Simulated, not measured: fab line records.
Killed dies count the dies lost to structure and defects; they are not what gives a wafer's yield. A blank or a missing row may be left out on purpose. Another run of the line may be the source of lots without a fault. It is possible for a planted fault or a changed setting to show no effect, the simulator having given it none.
fab line records	flow nandHarc
[record] lots = 12	wafers = 36	lastDay = 28
route steps=1159 shown P_GATE@142 END@1159
lots that met no fault: taken from a fault-free run of the same line
startH: hours from the record's opening day to when the first of the lot's shown wafers began	waitH: how many hours have passed since the lot's step before this one	" unchanged from the row above	L1.1+2: a single row standing in for several wafers	- value missing, or start not given	* or withheld: withheld	< > ~ a bound
route shown NAME@n: NAME is a module with steps in the file, n the number in the route of the first one	usual: average and standard deviation across the fault-free wafers	same: alike in all rows	chamber/n: place in a boat	sites: the reading at each site	_std_site: standard deviation across them	_edge_site: the outer-site mean with the inner-site mean subtracted	radiusMm: how far each site lies from the wafer's centre	mask NAME#n: copy n	behind: the most recent tool/chamber to have shaped the wafer	hold: reason for holding the lot/hours on hold/outcome of the hold	device: names the non-switching transistor (n, p or np)	end of line: at the end of the route, the tests of the same wafers	a step given without rows: its recipe and nothing more	killed: at the first sort, the dies lost to defects and structure; wafer yield is something else	map: dies across one wafer; x = killed, . = not, _ = none there
set.NAME: the run value of the setting; set.NAME@STEP: its run value at that earlier step	model.NAME: the simulator's own value behind a step, which no gauge read
a sample of lots followed through the steps of the route, with each step as a table and each wafer as a row
services: when a tool's chamber went out of use (startH, in hours from the record's first day, below 0 if earlier), for how many hours, and the reason
[[steps]]
[step NHARC_P_GATE_OVL_MEAS_27]
[usual] overlayXNm = 0.1/0.86	overlayYNm = 0.0/0.92
lot.wafer	tool	chamber	startH	waitH	overlayXNm	overlayYNm
L106.1	overlay-02	-	128.04	-	-1.0	0.1
L106.2	"	-	"	"	-0.4	0.0
L106.5	"	-	"	"	-0.4	-0.2
L107.1	overlay-01	-	128.19	-	-1.2	-0.4
L107.2	"	-	"	"	-0.5	-0.6
L107.6	"	-	"	"	-1.3	-0.4
L105.1	overlay-02	-	128.56	-	1.0	-0.5
L105.5	"	-	"	"	0.0	-1.0
L105.6	"	-	"	"	0.0	-0.5
L113.1	overlay-02	-	131.22	-	-0.9	-0.7
L113.2	"	-	"	"	-1.5	-1.0
L113.5	"	-	"	"	-1.2	-0.5
L114.2	overlay-02	-	142.12	-	0.0	1.5
L114.3	"	-	"	"	0.0	1.5
L114.5	"	-	"	"	-0.3	1.5
L115.2	overlay-01	-	148.29	-	0.7	-0.6
L115.4	"	-	"	"	0.7	-0.1
L115.5	"	-	"	"	0.2	-1.0
L118.1	overlay-02	-	165.15	-	0.5	-0.3
L118.2	"	-	"	"	0.6	-1.0
L118.6	"	-	"	"	0.3	-0.2
L119.1	overlay-01	-	170.59	-	-1.3	1.0
L119.2	"	-	"	"	-1.6	0.6
L119.4	"	-	"	"	-1.8	0.4
L120.2	overlay-01	-	176.55	-	0.3	-0.4
L120.4	"	-	"	"	0.7	-0.7
L120.5	"	-	"	"	0.8	-0.5
L121.1	overlay-02	-	183.56	-	1.1	1.3
L121.2	"	-	"	"	0.9	0.7
L121.6	"	-	"	"	1.4	0.6
L124.1	overlay-02	-	201.67	-	-0.4	-0.5
L124.2	"	-	"	"	-0.7	-0.3
L124.6	"	-	"	"	-0.4	-0.2
L128.1	overlay-01	-	220.86	-	1.3	0.6
L128.2	"	-	"	"	0.9	0.1
L128.6	"	-	"	"	0.9	0.1
[step NHARC_P_GATE_ETCH_114]
[recipe] targetDepthA = 300	overetchA = 30	timeS = 16.5	ionEnergyEv = 100	cf4FlowSccm = 80	o2FlowSccm = 20	arFlowSccm = 0	rfW = 300	biasW = 100	chemistry = CF4/O2
[usual] drypumpMotorCurrentA = 5.7/0.63	oes_f_703_au = 1.000/0.0047	oesProductAu = 0.998/0.011	rfVppV = 198.5/1.3	showerheadPlenumPTorr = 1.36/0.059	throttleValvePct = 13.397/0.0097
[same] timeS = 16.5
lot.wafer	tool	chamber	startH	waitH	drypumpMotorCurrentA	oes_f_703_au	oesProductAu	rfHoursCounterH	rfVppV	showerheadPlenumPTorr	throttleValvePct
L106.2	rieDiel-06	0	-	-	6.7	1.001	1.015	10	198.7	1.37	13.399
L106.1	"	1	"	"	5.0	0.996	0.997	10	200.7	1.43	13.394
L106.5	"	0	"	"	6.8	1.005	1.006	-	199.5	1.37	13.389
L107.2	rieDiel-06	1	-	-	5.0	1.000	0.987	10	199.6	1.43	13.404
L107.1	"	2	"	"	5.3	1.006	1.009	11	195.8	1.27	13.400
L107.6	"	0	"	"	6.7	0.995	0.999	-	198.3	1.37	13.408
L105.1	rieDiel-06	3	-	-	5.9	0.996	0.998	9	199.5	1.40	13.410
L105.6	"	0	"	"	6.7	0.995	1.011	-	196.9	1.37	13.381
L105.5	"	1	"	"	5.0	1.002	0.992	-	199.2	1.43	13.397
L113.2	rieDiel-06	3	-	-	5.9	1.007	0.998	10	200.3	1.40	13.382
L113.1	"	2	"	"	5.3	1.003	1.019	12	197.7	1.27	13.390
L113.5	"	0	"	"	6.7	0.998	1.007	-	197.8	1.37	13.398
L114.2	rieDiel-06	0	-	-	6.7	1.006	1.001	16	199.8	1.37	13.396
L114.3	"	2	"	"	5.3	1.001	0.997	17	196.8	1.27	13.401
L114.5	"	3	"	"	5.9	1.004	0.991	-	198.7	1.40	13.382
L115.2	rieDiel-06	3	-	-	5.9	1.001	0.995	17	199.2	1.40	13.405
L115.4	"	2	"	"	5.3	1.007	1.008	-	195.6	1.27	13.404
L115.5	"	1	"	"	5.0	1.005	0.981	-	200.9	1.43	13.388
L118.2	rieDiel-04	0	-	-	6.4	1.007	1.013	9	194.6	1.30	13.396
L118.1	"	2	"	"	6.4	1.002	0.996	12	198.4	1.36	13.411
L118.6	"	0	"	"	6.4	1.000	0.994	-	196.6	1.30	13.388
L119.1	rieDiel-06	2	-	-	5.3	1.001	0.999	23	198.1	1.26	13.386
L119.2	"	0	"	"	6.7	0.999	0.987	21	198.6	1.37	13.389
L119.4	"	1	"	"	5.0	1.008	0.986	22	201.5	1.43	13.396
L120.2	rieDiel-04	2	-	-	6.4	0.992	0.998	14	197.7	1.36	13.410
L120.4	"	3	"	"	5.1	0.994	0.991	13	198.8	1.44	13.392
L120.5	"	1	"	"	5.4	1.002	0.994	-	198.2	1.37	13.404
L121.2	rieDiel-05	3	-	-	5.5	0.999	1.001	3	196.9	1.29	13.383
L121.1	"	2	"	"	6.4	0.992	1.000	2	199.4	1.40	13.400
L121.6	"	3	"	"	5.5	1.003	1.001	-	196.6	1.29	13.395
L124.2	rieDiel-04	2	-	-	6.4	0.989	1.006	21	198.4	1.36	13.403
L124.1	"	0	"	"	6.5	1.004	1.008	19	196.0	1.29	13.415
L124.6	"	3	"	"	5.1	1.001	0.998	-	199.5	1.44	13.400
L128.1	rieDiel-06	2	-	-	5.3	1.000	1.016	30	196.7	1.26	13.401
L128.2	"	3	"	"	5.9	0.995	0.994	28	199.0	1.40	13.407
L128.6	"	2	"	"	5.3	0.999	1.021	-	197.5	1.26	13.391
[step NHARC_P_GATE_EXPOSE_43]
[recipe] na = 0.6	targetCdNm = 720	doseMj = 14.81	maskId = P_NSD
[usual] stageVelMmS = 500.02/0.25
lot.wafer	tool	chamber	startH	waitH	mask	stageVelMmS
L106.1	krfScanner-04	0	159.87	-	P_NSD#0	500.01
L106.2	"	0	"	"	P_NSD#0	499.46
L106.5	"	0	"	"	P_NSD#0	499.93
L107.1	krfScanner-02	0	161.29	-	P_NSD#0	499.65
L107.2	"	0	"	"	P_NSD#0	499.96
L107.6	"	0	"	"	P_NSD#0	499.85
L105.1	krfScanner-04	0	166.29	-	P_NSD#0	500.16
L105.5	"	0	"	"	P_NSD#0	499.77
L105.6	"	0	"	"	P_NSD#0	500.00
L113.1	krfScanner-04	0	178.57	-	P_NSD#0	500.24
L113.2	"	0	"	"	P_NSD#0	500.24
L113.5	"	0	"	"	P_NSD#0	500.56
L114.2	krfScanner-01	0	180.15	-	P_NSD#0	500.19
L114.3	"	0	"	"	P_NSD#0	500.15
L114.5	"	0	"	"	P_NSD#0	500.43
L115.2	krfScanner-01	0	180.72	-	P_NSD#0	500.34
L115.4	"	0	"	"	P_NSD#0	500.35
L115.5	"	0	"	"	P_NSD#0	500.26
L118.1	krfScanner-04	0	186.86	-	P_NSD#0	499.92
L118.2	"	0	"	"	P_NSD#0	499.59
L118.6	"	0	"	"	P_NSD#0	499.73
L119.1	krfScanner-01	0	191.22	-	P_PSD#0	500.22
L119.2	"	0	"	"	P_PSD#0	499.74
L119.4	"	0	"	"	P_PSD#0	499.96
L120.2	krfScanner-04	0	195.00	-	P_NSD#0	500.03
L120.4	"	0	"	"	P_NSD#0	500.19
L120.5	"	0	"	"	P_NSD#0	499.93
L121.1	krfScanner-01	0	195.44	-	P_NSD#0	499.77
L121.2	"	0	"	"	P_NSD#0	500.30
L121.6	"	0	"	"	P_NSD#0	499.93
L124.1	krfScanner-04	0	213.95	-	P_NSD#0	499.67
L124.2	"	0	"	"	P_NSD#0	499.99
L124.6	"	0	"	"	P_NSD#0	499.62
L128.1	krfScanner-01	0	232.49	-	P_NSD#0	500.13
L128.2	"	0	"	"	P_NSD#0	500.15
L128.6	"	0	"	"	P_NSD#0	500.09
[step NHARC_P_GATE_CD_MEAS_46]
[recipe] targetCdNm = 720	landingEnergyEv = 500
[usual] cdNm = 720.0/2.1
lot.wafer	tool	chamber	startH	waitH	cdNm
L106.1	cdSem-03	0	160.04	-	720.7
L106.2	"	0	"	"	723.0
L106.5	"	0	"	"	722.4
L107.1	cdSem-01	0	161.45	-	719.8
L107.2	"	0	"	"	723.3
L107.6	"	0	"	"	721.2
L105.1	cdSem-02	0	166.45	-	716.9
L105.5	"	0	"	"	719.9
L105.6	"	0	"	"	718.7
L113.1	cdSem-03	0	178.73	-	723.4
L113.2	"	0	"	"	722.4
L113.5	"	0	"	"	720.6
L114.2	cdSem-02	0	180.31	-	717.2
L114.3	"	0	"	"	717.2
L114.5	"	0	"	"	718.1
L115.2	cdSem-02	0	180.88	-	722.4
L115.4	"	0	"	"	721.7
L115.5	"	0	"	"	722.9
L118.1	cdSem-01	0	187.02	-	718.9
L118.2	"	0	"	"	718.5
L118.6	"	0	"	"	721.5
L119.1	cdSem-02	0	191.37	-	-
L119.2	"	0	"	"	-
L119.4	"	0	"	"	-
L120.2	cdSem-01	0	195.16	-	723.4
L120.4	"	0	"	"	721.1
L120.5	"	0	"	"	721.1
L121.1	cdSem-01	0	195.61	-	720.0
L121.2	"	0	"	"	718.0
L121.6	"	0	"	"	720.3
L124.1	cdSem-01	0	214.11	-	723.2
L124.2	"	0	"	"	717.2
L124.6	"	0	"	"	720.2
L128.1	cdSem-02	0	232.65	-	720.4
L128.2	"	0	"	"	721.1
L128.6	"	0	"	"	720.0
[step NHARC_P_GATE_STRIP_111]
[recipe] powerW = 1500	tempC = 110	timeS = 250	chemistry = N2/H2
[usual] drypumpMotorCurrentA = 5.7/0.31	heaterPowerW = 86/7.2
[same] timeS = 250
lot.wafer	tool	chamber	startH	waitH	drypumpMotorCurrentA	heaterPowerW	rfHoursCounterH
L106.1	plasmaAsher-01	0	160.57	0.2	5.3	89	19
L106.2	"	1	"	"	5.6	77	19
L106.5	"	0	"	"	5.3	87	-
L107.2	plasmaAsher-01	0	162.23	0.4	5.3	86	20
L107.1	"	1	"	"	5.6	77	20
L107.6	"	1	"	"	5.6	75	-
L105.1	plasmaAsher-02	0	166.98	0.2	5.8	98	44
L105.6	"	0	"	"	5.8	99	-
L105.5	"	1	"	"	6.1	87	-
L113.1	plasmaAsher-01	1	179.28	0.2	5.6	78	28
L113.2	"	0	"	"	5.3	89	28
L113.5	"	0	"	"	5.3	88	-
L114.2	plasmaAsher-01	0	180.89	0.2	5.3	88	29
L114.3	"	1	"	"	5.6	76	-
L114.5	"	0	"	"	5.3	86	-
L115.2	plasmaAsher-01	1	181.42	0.2	5.6	76	29
L115.4	"	1	"	"	5.6	76	-
L115.5	"	0	"	"	5.3	87	-
L118.1	plasmaAsher-01	1	187.55	0.2	5.6	78	33
L118.2	"	0	"	"	5.3	88	33
L118.6	"	1	"	"	5.6	77	-
L119.2	plasmaAsher-02	0	192.42	0.7	5.8	96	0
L119.1	"	1	"	"	6.2	81	0
L119.4	"	0	"	"	5.8	95	-
L120.2	plasmaAsher-02	1	195.74	0.2	6.2	83	1
L120.4	"	0	"	"	5.8	95	-
L120.5	"	1	"	"	6.1	84	-
L121.2	plasmaAsher-02	1	196.35	0.3	6.2	82	1
L121.1	"	0	"	"	5.8	95	1
L121.6	"	0	"	"	5.8	96	-
L124.2	plasmaAsher-02	1	214.67	0.2	6.2	80	6
L124.1	"	0	"	"	5.8	94	6
L124.6	"	1	"	"	6.1	81	-
L128.2	plasmaAsher-01	1	233.29	0.2	5.6	74	47
L128.1	"	0	"	"	5.3	87	47
L128.6	"	1	"	"	5.7	78	-
[step NHARC_END_SORT_01]
[recipe] tempC = 25
[usual] killedAtArray = 29/11	killedAtOther = 0.5/0.85	killedAtPeriphery = 3.0/2.3	killedDies = 33/12	killedOpen = 3.3/1.9	killedShort = 2.0/1.5
[same] grossDies = 677
lot.wafer	tool	chamber	startH	waitH	killedAtArray	killedAtOther	killedAtPeriphery	killedDies	killedOpen	killedShort
L119.1	prober-01	0	618.65	2.5	36	0	641	677	3	4
L119.2	prober-01	0	619.46	2.8	39	1	637	677	2	1
L119.4	prober-01	0	621.07	3.4	43	0	634	677	3	1
// killed by level:class
L119.1 P_GATE:areaExpose=637 A_SLIT:chamberFilmFlake=19 A_CHANNEL_HOLE_D1:chamberFilmFlake=6 A_M0:chamberFilmFlake=3 A_CHANNEL_HOLE_D1:geometricParticle:short=2 A_CONTACT:geometricParticle:open=2 P_STI:chamberFilmFlake=2 P_M1:geometricParticle:short=1
L119.2 P_GATE:areaExpose=633 A_SLIT:chamberFilmFlake=24 A_CHANNEL_HOLE_D1:chamberFilmFlake=8 A_CONTACT:chamberFilmFlake=3 P_M0:geometricParticle:open=2 A_STAIRCASE:chamberFilmFlake=2 A_M0:chamberFilmFlake=2 P_CONTACT:geometricParticle:short=1
L119.4 P_GATE:areaExpose=634 A_SLIT:chamberFilmFlake=22 A_CHANNEL_HOLE_D1:chamberFilmFlake=7 A_M0:chamberFilmFlake=5 A_STAIRCASE:chamberFilmFlake=2 A_CONTACT:chamberFilmFlake=2 A_CHANNEL_HOLE_D1:geometricParticle:open=1 A_WL_FILL:geometricParticle:open=1
[[services]]
tool	chamber	startH	hours	kind
rieDiel-06	3	110.11	6.4	repair
krfScanner-01	-	110.63	0.5	repair
rieDiel-04	-	111.90	9.0	pm
rieDiel-05	1	122.07	8.1	repair
rieDiel-06	0	122.58	-	clean
rieDiel-06	1	122.58	-	clean
rieDiel-06	2	122.58	-	clean
rieDiel-06	3	122.58	-	clean
krfScanner-04	-	126.00	4.0	pm
krfScanner-02	-	131.74	0.8	repair
rieDiel-06	0	147.09	-	clean
rieDiel-06	1	147.09	-	clean
rieDiel-06	2	147.09	-	clean
rieDiel-06	3	147.09	-	clean
rieDiel-06	0	148.36	2.1	repair
rieDiel-05	-	163.60	9.0	pm
rieDiel-06	-	168.29	2.1	repair
rieDiel-06	0	171.59	-	clean
rieDiel-06	1	171.59	-	clean
rieDiel-06	2	171.59	-	clean
rieDiel-06	3	171.59	-	clean
rieDiel-05	0	209.18	6.5	repair
krfScanner-02	-	210.00	4.0	pm
rieDiel-04	2	221.36	3.4	repair
[[key]]
[firstSign] step = NHARC_P_GATE_EXPOSE_43	reading = mask	direction = changed
[effect] step = NHARC_P_GATE_CD_MEAS_46	reading = cdNm	direction = missing
[effect] step = NHARC_END_SORT_01	reading = killedAtPeriphery	direction = up	sigmas = 99+	usual = 3.0	struck = 637.3
[moreKillsBornAt] NHARC_P_GATE_EXPOSE_43@krfScanner-01 = 1904
metAt NHARC_P_GATE_EXPOSE_43
struckLots L119
laterRowsLeftOut L119.1,L119.2,L119.4
testerLeftOut L119
notActingAt NHARC_P_GATE_OVL_MEAS_27,NHARC_P_GATE_ETCH_114,NHARC_P_GATE_STRIP_111
onsetBetween 180.72 191.22
[fault] kind = wrongMask	tool = any	chamber = -	onsetH = 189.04	steps = NHARC_P_GATE_EXPOSE_43	auxCopy = P_PSD#0	scope = struckLotsOnly
// testerLeftOut: of these lots the tester's yield and bins aren't shown, on N5 and GAA mostly nor the transistor test; their killed dies are dies lost to structure and defects alone, not to doping, threshold or leakage, so they don't give the yield
// laterRowsLeftOut: the simulator's readings of these wafers behind a module that went badly wrong aren't trusted and aren't shown, but for the sort
